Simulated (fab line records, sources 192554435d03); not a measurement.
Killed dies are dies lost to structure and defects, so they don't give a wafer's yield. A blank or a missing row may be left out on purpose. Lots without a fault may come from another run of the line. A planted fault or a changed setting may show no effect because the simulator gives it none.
Split-lot experiment | flow n5_finfet | 7 lots, 21 wafers read, on a route of 1938 steps

THE SPLIT
At N5_BEOL_M10_TRENCH_ETCH_37 (etches SiCOH lowk in C4F6/O2, target depth 148.83 nm, time 48 s), the setting time_s was moved away from the recipe's 48 s on 2 of the 21 wafers read, by -13.4% to +14.7%. The other wafers ran this setting at the recipe's value.

FROM THE SPLIT TO THE READING: what the file shows between them, 12 steps
- N5_BEOL_M10_ETCH_41: etches SiCN in CH3F/O2, target depth 42.6 nm, time 86 s
- N5_BEOL_M10_STRIP_77: strips in N2/H2, time 10 s
- N5_BEOL_M10_OCD_MEAS_38
- N5_BEOL_M10_ALD_74: deposits TaN, target thk 2 nm, pulse time 2 s, purge time 3 s (also split here: ald_cycles)
- N5_BEOL_M10_SURFACE_TREAT_76
- N5_BEOL_M10_CVD_75: deposits Co from CCTBA/H2, target thk 2 nm, time 138.9 s
- N5_BEOL_M10_ECD_50: material Cu, target thk 318 nm
- N5_BEOL_M10_ANNEAL_51: time 90 s
- N5_BEOL_M10_CMP_52: polishes, stops on SiCOH lowk, t overpolish 7 s, target thk 140 nm
- N5_BEOL_M10_THK_MEAS_53: measures by xrf
- N5_BEOL_M10_PRE_CLEAN_55: time 15 s
- N5_BEOL_M10_DEP_56: deposits SiCN from 3MS/NH3, target thk 15 nm, time 26.5 s

THE READING
M10_RS, in ohm/sq, at N5_BEOL_M10_RS_MEAS_57 (measures by four-point-probe). Fault-free wafers of this fab line usually give 0.1496 ohm/sq, standard deviation 0.0025 ohm/sq.

wafer  | tool, chamber at the split | time_s as run, s | against the recipe | M10_RS, ohm/sq | against lot-mates on the recipe
L075.1 | rie_diel-02, 2             | 48               | recipe             | 0.1512         | -
L075.3 | rie_diel-02, 3             | 48               | recipe             | 0.1555         | -
L075.5 | rie_diel-02, 2             | 48               | recipe             | 0.1510         | -
L082.1 | rie_diel-04, 3             | 48               | recipe             | 0.1484         | -
L082.2 | rie_diel-04, 0             | 48               | recipe             | 0.1477         | -
L082.6 | rie_diel-04, 3             | 48               | recipe             | 0.1484         | -
L083.1 | rie_diel-04, 0             | 48               | recipe             | 0.1481         | -
L083.3 | rie_diel-04, 1             | 48               | recipe             | 0.1501         | -
L083.4 | rie_diel-04, 2             | 48               | recipe             | 0.1497         | -
L087.1 | rie_diel-02, 3             | 48               | recipe             | 0.1539         | -
L087.2 | rie_diel-02, 2             | 48               | recipe             | 0.1500         | -
L087.4 | rie_diel-02, 1             | 55.06            | +14.7%             | 0.1263         | -0.0257
L093.3 | rie_diel-02, 3             | 48               | recipe             | 0.1450         | -
L093.5 | rie_diel-02, 0             | 48               | recipe             | 0.1491         | -
L093.6 | rie_diel-02, 3             | 48               | recipe             | 0.1490         | -
L095.2 | rie_diel-04, 2             | 48               | recipe             | 0.1491         | -
L095.4 | rie_diel-04, 0             | 48               | recipe             | 0.1494         | -
L095.6 | rie_diel-04, 0             | 48               | recipe             | 0.1488         | -
L096.1 | rie_diel-02, 0             | 48               | recipe             | 0.1462         | -
L096.3 | rie_diel-02, 2             | 48               | recipe             | 0.1543         | -
L096.6 | rie_diel-02, 1             | 41.55            | -13.4%             | 0.1755         | +0.0252

THE FIT
A straight line over all 21 wafers: M10_RS changes by -0.00174 ohm/sq for each +1% of time_s; r = -0.95; the points scatter about the line by 0.0026 ohm/sq.
The same after taking each lot's own level away (the mean of its wafers on the recipe; 21 wafers): -0.00181 ohm/sq for each +1%; r = -0.97; scatter 0.0019 ohm/sq.
On that fit, the largest move of time_s shifts the reading by 0.027 ohm/sq.
The lots' own levels span 0.14770 to 0.15257 ohm/sq, that is 1.9 times the standard deviation above.
So the lot-to-lot level changes the slope little: the two slopes agree.
Check: with one of the wafers moved furthest among these (+14.7%) left out of the fit, the line predicts -0.0276 ohm/sq for it against its lot-mates. It came out at -0.0257 ohm/sq against them.

OTHER SPLITS ON THESE WAFERS
These wafers also went through other splits before the reading. Each is held against what the fit with the lots' levels taken away leaves over:
other split on the same wafers | wafers away from the commonest value | r with M10_RS (lot level and that fit taken away)
N5_BEOL_M9_COAT_59 spin_rpm    | 11                                   | +0.04
N5_BEOL_M9_COAT_05 spin_rpm    | 5                                    | +0.02
N5_BEOL_M10_COAT_05 spin_rpm   | 10                                   | -0.14
N5_BEOL_M10_ALD_74 ald_cycles  | 7                                    | -0.04

THE WHOLE CHAIN: every reading that the file lists as answering this split, in the file's order
step                       | what it does                                                       | reading                                                                       | change (the file's fit)              | r (the file's)
N5_BEOL_M10_TRENCH_ETCH_37 | etches SiCOH lowk in C4F6/O2, target depth 148.83 nm, time 48 s    | BEOL_M10.feature_depth_nm (the simulator's own value, which no gauge read)    | +1.58 nm for each +1% of the setting | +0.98
N5_BEOL_M10_TRENCH_ETCH_37 | etches SiCOH lowk in C4F6/O2, target depth 148.83 nm, time 48 s    | etch.depth_nm (the simulator's own value, which no gauge read)                | +1.58 nm for each +1% of the setting | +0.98
N5_BEOL_M10_OCD_MEAS_38    |                                                                    | trench_depth_nm                                                               | +1.6 nm for each +1% of the setting  | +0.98
N5_BEOL_M10_CMP_52         | polishes, stops on SiCOH lowk, t overpolish 7 s, target thk 140 nm | Cu_of_BEOL_M10_ECD_50.thk_nm (the simulator's own value, which no gauge read) | +1.57 nm for each +1% of the setting | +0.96
N5_BEOL_M10_THK_MEAS_53    | measures by xrf                                                    | M10_THK                                                                       | +1.56 for each +1% of the setting    | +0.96
N5_BEOL_M10_RS_MEAS_57     | measures by four-point-probe                                       | M10_RS                                                                        | -0.00181 for each +1% of the setting | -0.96

THE FILE'S OWN FIT
M10_RS changes by -0.00181 ohm/sq for each +1% of time_s, r = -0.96.
